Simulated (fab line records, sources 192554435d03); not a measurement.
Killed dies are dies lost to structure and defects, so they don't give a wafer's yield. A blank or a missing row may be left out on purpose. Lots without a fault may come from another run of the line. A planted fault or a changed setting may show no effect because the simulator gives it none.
fab line records | flow n5_finfet
record lots=6 wafers=18 last_day=16
route steps=1938 shown BEOL_M10@1514 PASSIVATION@1936
lots that met no fault: from a run of the same line without faults
start_h: hours from the record's first day to the start of the lot's first wafer shown | wait_h: hours since the lot's step before | " the same as in the row above | L1.1+2: a row that stands for several wafers | - no value, or no start given | * or withheld: withheld | < > ~ a bound
route shown NAME@n: a module of which the file shows steps, and the number in the route of the first | usual: mean/standard deviation of fault-free wafers | same: alike in all rows | chamber/n: place in a boat | sites: the reading at each site | _std_site: their standard deviation | _edge_site: outer sites' mean less inner sites' | radius_mm: how far each site lies from the wafer's centre | mask NAME#n: copy n | behind: the tool/chamber that last shaped the wafer | hold: why the lot was held/for how many hours/how that ended | device: the transistor (n, p or np) that didn't switch | end of line: the same wafers' tests at the end of the route | a step without rows: its recipe alone | killed: dies lost to structure and defects at the first sort, not the wafer's yield | map: a wafer's dies, x killed, . not, _ none there
set.NAME: the setting as run; set.NAME@STEP: as run at that earlier step | model.NAME: the simulator's own value behind a step, which no gauge read
lots at some steps of the route; a table a step, a row a wafer
services: from which hour (start_h, from the record's first day; less than 0 if before it) a tool's chamber was out of use, for how many hours, and why
## steps
# step N5_BEOL_M10_STRIP_77
# recipe chemistry=N2/H2 time_s=10 power_w=450 temp_c=40 pressure_mtorr=20 rf_frequency_hz=6e+07 bias_power_w=7 n2_flow_sccm=200 h2_flow_sccm=200
# step N5_BEOL_M10_OCD_MEAS_38
# usual trench_depth_nm=148.8/2.2
# columns lot.wafer tool chamber start_h wait_h trench_depth_nm
L948.1 ocd-02 - 218.98 - 150.4
L948.5 " - " " 149.0
L948.6 " - " " 146.4
L949.3 ocd-01 - 231.81 - 149.3
L949.4 " - " " 150.1
L949.6 " - " " 151.5
L950.1 ocd-01 - 237.91 - 148.5
L950.3 " - " " 144.9
L950.6 " - " " 147.5
L952.2 ocd-02 - 246.52 - 148.8
L952.3 " - " " 150.7
L952.6 " - " " 149.4
L967.2 ocd-02 - 336.15 - 142.8
L967.3 " - " " 147.1
L967.5 " - " " 151.4
L968.4 ocd-01 - 344.31 - 150.2
L968.5 " - " " 154.2
L968.6 " - " " 151.7
# step N5_BEOL_M10_HM_STRIP_39
# recipe chemistry=peroxide_tin_strip material=TiN target_depth_a=250 temp_c=50 time_s=158
# step N5_BEOL_M10_SRD_40
# recipe time_s=30 temp_c=23 rinse_liquid=diw dry=ipa_marangoni
# step N5_BEOL_M10_PRECLEAN_42
# recipe chemistry=residue_remover time_s=60 temp_c=40
# step N5_BEOL_M10_SRD_43
# recipe time_s=30 temp_c=23 rinse_liquid=diw dry=ipa_marangoni
# step N5_BEOL_M10_CD_MEAS_35
# recipe target_cd_nm=70 polarity=opening
# usual cd_nm=70.2/0.57
# columns lot.wafer tool chamber start_h wait_h cd_nm
L948.1 cd_sem-02 - 219.13 0.0 69.4
L948.5 " - " " 69.9
L948.6 " - " " 69.1
L949.3 cd_sem-01 - 231.96 0.0 70.9
L949.4 " - " " 70.9
L949.6 " - " " 71.1
L950.1 cd_sem-01 - 238.14 0.0 71.2
L950.3 " - " " 70.7
L950.6 " - " " 71.1
L952.2 cd_sem-02 - 246.68 0.0 70.7
L952.3 " - " " 69.9
L952.6 " - " " 70.7
L967.2 cd_sem-02 - 336.30 0.0 70.9
L967.3 " - " " 70.7
L967.5 " - " " 70.6
L968.4 cd_sem-01 - 344.47 0.0 70.6
L968.5 " - " " 70.3
L968.6 " - " " 70.5
# step N5_BEOL_M10_CURE_72
# recipe temp_c=370 time_s=120 ambient=DMADMS/He material=SiCOH_lowk
# usual lamp_power_pct=52.32/0.06 wafer_temp_C_max=371.6/0.37
# columns lot.wafer tool chamber start_h wait_h lamp_power_pct wafer_temp_C_max
L948.1 uv_cure-01 1 219.17 0.0 52.37 371.1
L948.5 " 1 " " 52.23 371.2
L948.6 " 1 " " 52.35 371.0
L949.3 uv_cure-02 0 232.10 0.1 52.35 371.8
L949.4 " 0 " " 52.24 371.6
L949.6 " 0 " " 52.30 371.8
L950.1 uv_cure-03 2 238.18 0.0 52.24 372.2
L950.3 " 2 " " 52.29 371.7
L950.6 " 2 " " 52.21 371.4
L952.2 uv_cure-02 2 246.77 0.1 52.26 371.7
L952.3 " 2 " " 52.26 371.7
L952.6 " 2 " " 52.43 371.5
L967.2 uv_cure-01 1 336.39 0.1 52.31 371.2
L967.3 " 1 " " 52.44 371.7
L967.5 " 1 " " 52.34 371.7
L968.4 uv_cure-01 1 344.65 0.2 52.33 371.4
L968.5 " 1 " " 52.30 371.3
L968.6 " 1 " " 52.32 371.1
# step N5_BEOL_M10_DEGAS_44
# recipe ambient=vacuum temp_c=250 time_s=60
# usual heater_power_w=301/34
# columns lot.wafer tool chamber start_h wait_h heater_power_w
L948.1 pvd_sputter-03 - 219.65 0.4 301
L948.5 " - " " 266
L948.6 " - " " 296
L949.3 pvd_sputter-03 - 232.48 0.3 267
L949.4 " - " " 288
L949.6 " - " " 302
L950.1 pvd_sputter-03 - 238.56 0.3 258
L950.3 " - " " 305
L950.6 " - " " 261
L952.2 pvd_sputter-03 - 247.56 0.7 282
L952.3 " - " " 328
L952.6 " - " " 290
L967.2 pvd_sputter-02 - 336.66 0.2 332
L967.3 " - " " 307
L967.5 " - " " 314
L968.4 pvd_sputter-03 - 344.89 0.2 319
L968.5 " - " " 283
L968.6 " - " " 318
# step N5_BEOL_M10_PRE_CLEAN_45
# recipe gas=H2/He time_s=30 temp_c=250
# usual heater_power_w=300/34
# columns lot.wafer tool chamber start_h wait_h heater_power_w
L948.1 pvd_sputter-03 - 219.69 0.0 301
L948.5 " - " " 261
L948.6 " - " " 285
L949.3 pvd_sputter-03 - 232.52 0.0 271
L949.4 " - " " 286
L949.6 " - " " 294
L950.1 pvd_sputter-03 - 238.60 0.0 264
L950.3 " - " " 290
L950.6 " - " " 261
L952.2 pvd_sputter-03 - 247.60 0.0 281
L952.3 " - " " 315
L952.6 " - " " 286
L967.2 pvd_sputter-02 - 336.70 0.0 336
L967.3 " - " " 312
L967.5 " - " " 308
L968.4 pvd_sputter-03 - 344.93 0.0 333
L968.5 " - " " 285
L968.6 " - " " 319
# step N5_BEOL_M10_ALD_74
# recipe material=TaN target_thk_a=20 temp_c=275 ald_precursor_family=PDMAT ald_co_reactant=NH3 pressure_torr=3 carrier_flow_sccm=1500 pulse_time_s=2 purge_time_s=3 co_reactant_purge_time_s=2 co_reactant_pulse_time_s=3 ald_cycles=40 precursor_vessel_temp_c=75 precursor_vessel_pressure_torr=26.25 precursor_vessel_carrier_sccm=1000
# step N5_BEOL_M10_SURFACE_TREAT_76
# recipe gas=Ar time_s=* ion_energy_ev=* ion_current_ma_cm2=0.5 pressure_mtorr=* ar_flow_sccm=30
# usual throttle_valve_pct=*
# columns lot.wafer tool chamber start_h wait_h throttle_valve_pct
L948.1 pvd_sputter-01 - 220.26 0.4 *
L948.5 " - " " *
L948.6 " - " " *
L949.3 pvd_sputter-01 - 232.91 0.2 *
L949.4 " - " " *
L949.6 " - " " *
L950.1 pvd_sputter-01 - 238.95 0.2 *
L950.3 " - " " *
L950.6 " - " " *
L952.2 pvd_sputter-03 - 248.02 0.2 *
L952.3 " - " " *
L952.6 " - " " *
L967.2 pvd_sputter-01 - 337.36 0.5 *
L967.3 " - " " *
L967.5 " - " " *
L968.4 pvd_sputter-02 - 345.56 0.2 *
L968.5 " - " " *
L968.6 " - " " *
# step N5_BEOL_M10_CVD_75
# recipe material=Co target_thk_a=20 temp_c=withheld precursor=CCTBA/H2 pressure_torr=30 time_s=138.9
# usual run_length_s=161.5/0.42
# columns lot.wafer tool chamber start_h wait_h run_length_s
L948.1 cvd_co-01 1 220.55 0.3 161.2
L948.5 " 2 " " 161.9
L948.6 " 0 " " 161.2
L949.3 cvd_co-01 2 233.03 0.1 161.6
L949.4 " 0 " " 160.7
L949.6 " 2 " " 162.6
L950.1 cvd_co-02 0 239.01 0.0 161.9
L950.3 " 2 " " 161.2
L950.6 " 1 " " 161.9
L952.2 cvd_co-02 1 248.08 0.0 161.9
L952.3 " 0 " " 161.0
L952.6 " 0 " " 161.1
L967.2 cvd_co-02 2 337.52 0.1 164.2
L967.3 " 1 " " 165.0
L967.5 " 2 " " 161.8
L968.4 cvd_co-02 1 345.89 0.3 161.9
L968.5 " 2 " " 161.6
L968.6 " 0 " " 164.8
# step N5_BEOL_M10_SPUTTER_48
# recipe material=Cu target_thk_a=120 temp_c=-20 bias_v=60 power_w=26000 chamber_pressure_pa=0.13 time_s=2
# usual substrate_temp_c=-19.99/0.11 throttle_valve_pct=30.3/1.1
# columns lot.wafer tool chamber start_h wait_h substrate_temp_c throttle_valve_pct
L948.1 pvd_sputter-01 - 222.26 1.7 -19.81 30.1
L948.5 " - " " -19.99 30.0
L948.6 " - " " -20.06 29.9
L949.3 pvd_sputter-01 - 233.27 0.2 -20.04 29.4
L949.4 " - " " -20.03 30.4
L949.6 " - " " -19.91 30.0
L950.1 pvd_sputter-03 - 239.30 0.2 -19.88 30.1
L950.3 " - " " -19.91 32.8
L950.6 " - " " -20.03 32.8
L952.2 pvd_sputter-02 - 248.19 0.1 -19.95 28.2
L952.3 " - " " -19.81 30.0
L952.6 " - " " -19.86 30.7
L967.2 pvd_sputter-01 - 337.71 0.1 -19.99 30.2
L967.3 " - " " -20.12 30.2
L967.5 " - " " -20.15 29.7
L968.4 pvd_sputter-02 - 345.95 0.0 -20.15 30.7
L968.5 " - " " -19.94 30.6
L968.6 " - " " -19.81 30.3
# step N5_PASSIVATION_PROBE_49
# usual defect_limited_yield=91.2/1.4 killed_at_M0_to_M3=34/9.4 killed_at_M4_up=13/5.8 killed_at_contacts=13/6.4 killed_at_front_end=41/11 killed_at_other=3.1/2.3 killed_dies=103/16 killed_open=69/12 killed_short=33/7.8 sort_bin_5_function=5.1/0.91 sort_bin_6_memory=3.3/0.63 sort_n_pass=1077/16 sort_yield_pct=91.2/1.4
# same gross_dies=1180 killed_at_back_side=0 sort_bin_4_leakage[%]=0 sort_bin_8_speed[%]=0
# columns lot.wafer tool chamber start_h wait_h defect_limited_yield[%] killed_at_M0_to_M3 killed_at_M4_up killed_at_contacts killed_at_front_end killed_at_other killed_dies killed_open killed_short sort_bin_5_function[%] sort_bin_6_memory[%] sort_n_pass sort_yield_pct[%]
L950.1 prober-02 - 283.78 0.0 90.9 31 7 20 48 1 107 74 33 5.4 3.2 1073 90.9
L950.3 prober-02 - 283.88 0.1 90.0 42 15 6 50 5 118 77 41 5.8 3.7 1062 90.0
L950.6 prober-02 - 284.03 0.3 91.8 25 8 22 41 1 97 62 32 4.9 2.9 1083 91.8
L967.2 prober-02 - 384.08 0.1 89.7 49 11 9 46 7 122 85 36 6.1 3.5 1058 89.7
L967.3 prober-02 - 384.13 0.1 91.9 44 16 9 25 2 96 65 28 5.0 3.1 1084 91.9
# killed by level:class
L950.1 MOL_CONTACT_COAG:geometric_particle:open=12 FIN_SAQP:geometric_particle:open=11 MOL_CONTACT_COAG:geometric_particle:short=8 STI_FIN_REVEAL:geometric_particle:open=7 GATE_CUT:geometric_particle:short=7 BEOL_M2:geometric_particle:open=7 BEOL_M1:geometric_particle:open=7 FIN_SAQP:geometric_particle:short=5
L950.3 STI_FIN_REVEAL:geometric_particle:open=15 BEOL_M0_SAQP:geometric_particle:open=12 BEOL_M2:geometric_particle:open=8 FIN_SAQP:geometric_particle:short=7 ILD0:geometric_particle:short=7 BEOL_M0_SAQP:geometric_particle:short=6 FIN_SAQP:geometric_particle:open=5 STI_FIN_REVEAL:geometric_particle:short=5
L950.6 MOL_CONTACT_COAG:geometric_particle:open=15 FIN_SAQP:geometric_particle:open=12 MOL_CONTACT_COAG:geometric_particle:short=7 STI_FIN_REVEAL:geometric_particle:open=6 BEOL_M0_SAQP:geometric_particle:open=6 BEOL_M1:geometric_particle:open=5 BEOL_M0_SAQP:geometric_particle:short=4 STARTING-WAFER:geometric_particle:open=4
L967.2 BEOL_M0_SAQP:geometric_particle:open=13 DUMMY_GATE:geometric_particle:open=10 BEOL_M2:geometric_particle:open=10 BEOL_M1:geometric_particle:open=9 MOL_CONTACT_COAG:geometric_particle:open=8 BEOL_M0_SAQP:geometric_particle:short=7 BEOL_M1:geometric_particle:short=6 FIN_SAQP:geometric_particle:short=5
L967.3 BEOL_M1:geometric_particle:open=15 BEOL_M0_SAQP:geometric_particle:open=13 MOL_CONTACT_COAG:geometric_particle:open=9 GATE_CUT:geometric_particle:short=5 DUMMY_GATE:geometric_particle:open=4 BEOL_M5:geometric_particle:open=4 GATE_CUT:geometric_particle:open=4 FIN_SAQP:geometric_particle:short=3
## services
# columns tool chamber start_h hours kind
uv_cure-02 - 200.93 1.8 repair
cvd_co-01 - 264.18 1.5 repair
uv_cure-01 - 272.45 1.2 repair
uv_cure-01 - 301.21 7.1 pm
uv_cure-01 - 315.45 0.8 repair
uv_cure-02 - 320.65 1.0 pm
cvd_co-01 1 333.40 - clean
cvd_co-01 1 333.40 22.0 scheduled_down
cvd_co-01 1 333.40 22.0 vent_cycle
uv_cure-02 - 335.99 0.7 repair
pvd_sputter-03 - 340.49 2.0 repair
## key
first_sign step=N5_BEOL_M10_CVD_75 reading=run_length_s direction=up sigmas=7.4 usual=* struck=*
effect none on later readings
met_at N5_BEOL_M10_CVD_75
struck_wafers L967.2,L967.3,L968.6
onset_between 248.08 337.52
fault kind=process_parameter_drift tool=cvd_co-02 chamber=- onset_h=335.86 steps=N5_BEOL_M10_CVD_75 channel=time_s offset=* shape=step end_h=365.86 scope=struck_wafers_only acts_in=* stated=*
